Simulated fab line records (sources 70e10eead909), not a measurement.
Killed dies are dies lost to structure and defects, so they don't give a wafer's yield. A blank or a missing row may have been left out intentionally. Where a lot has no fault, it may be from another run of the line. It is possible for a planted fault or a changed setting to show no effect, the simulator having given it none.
What tool caused it? :: flow nand-harc :: Sampling: 6 lots, 18 wafers, 5 of 1302 route steps

== WHAT THE GAUGES READ, wafer by wafer ==
NHARC_END_SORT_01.
lot: L908
measured: day 30 21:44
on: prober-01
defect-limited-yield (%): 77.1 72.4 78.6

== TOOL THAT RAN EACH LOT (tool first, then ch and the chambers of the sampled wafers, then the start) ==
lot: L893
NHARC_A_BONDPAD_PVD_27: pvd-sputter-02, day 24 01:55
NHARC_THIN_TSV_PRE_CLEAN_50: pvd-sputter-01, day 24 18:44 or earlier
NHARC_THIN_TSV_CMP_21: cmp-02 ch 0,1,2, day 24 18:44
NHARC_THIN_TSV_ETCH_59: rie-metal-02 ch 0,1, day 24 20:37

lot: L899
NHARC_A_BONDPAD_PVD_27: pvd-sputter-02, day 25 16:20
NHARC_THIN_TSV_PRE_CLEAN_50: pvd-sputter-03, day 26 10:41 or earlier
NHARC_THIN_TSV_CMP_21: cmp-04 ch 1,2,3, day 26 10:41
NHARC_THIN_TSV_ETCH_59: rie-metal-03 ch 0,1, day 26 12:37

lot: L901
NHARC_A_BONDPAD_PVD_27: pvd-sputter-03, day 26 19:19
NHARC_THIN_TSV_PRE_CLEAN_50: pvd-sputter-02, day 27 13:53 or earlier
NHARC_THIN_TSV_CMP_21: cmp-04 ch 1,2,3, day 27 13:53
NHARC_THIN_TSV_ETCH_59: rie-metal-03 ch 0,1, day 27 15:49

lot: L908
NHARC_A_BONDPAD_PVD_27: pvd-sputter-03, day 29 16:13
NHARC_THIN_TSV_PRE_CLEAN_50: pvd-sputter-01, day 30 10:16 or earlier
NHARC_THIN_TSV_CMP_21: cmp-03 ch 1,2,3, day 30 10:16
NHARC_THIN_TSV_ETCH_59: rie-metal-01 ch 0,1, day 30 12:11

lot: L912
NHARC_A_BONDPAD_PVD_27: pvd-sputter-02, day 30 21:45
NHARC_THIN_TSV_PRE_CLEAN_50: pvd-sputter-03, day 31 17:53 or earlier
NHARC_THIN_TSV_CMP_21: cmp-04 ch 0,1,2, day 31 17:53
NHARC_THIN_TSV_ETCH_59: rie-metal-02 ch 0,1, day 31 19:35

lot: L916
NHARC_A_BONDPAD_PVD_27: pvd-sputter-03, day 32 23:26
NHARC_THIN_TSV_PRE_CLEAN_50: pvd-sputter-03, day 33 19:58 or earlier
NHARC_THIN_TSV_CMP_21: cmp-03 ch 2,3, day 33 19:58
NHARC_THIN_TSV_ETCH_59: rie-metal-03 ch 1, day 33 21:43
- NHARC_A_BONDPAD_PVD_27: deposits Cu, target thk 30 nm, time 20.49 s.
- NHARC_THIN_TSV_PRE_CLEAN_50: time 30 s.
- NHARC_THIN_TSV_CMP_21: polishes, t overpolish 30 s, target thk 2000 nm.
- NHARC_THIN_TSV_ETCH_59: etches the open film in Cl2/BCl3, target depth 880 nm, time 138.1 s.

== THE ANSWER, worked out from the rows above alone ==
Rule: the lots themselves supply what counts as usual. The widest of any qualifying gaps counts: lots, ordered by their means at a reading, are off when they make up no more than a third of the lots, leave a main group of 4 or more, and stand apart from it by 3 or more times the standard deviation of that group's means. A main group is skipped when, at the precision printed for the reading in the tables above, its means are all equal. Also off: a lot with no number at a reading for which 4 or more lots have one. Any other lot the step has rows for is counted as sound.
Across all readings shown, no lot is off: no conclusion can be drawn from this.

== WHAT WAS PUT IN BY THE SIMULATOR ==
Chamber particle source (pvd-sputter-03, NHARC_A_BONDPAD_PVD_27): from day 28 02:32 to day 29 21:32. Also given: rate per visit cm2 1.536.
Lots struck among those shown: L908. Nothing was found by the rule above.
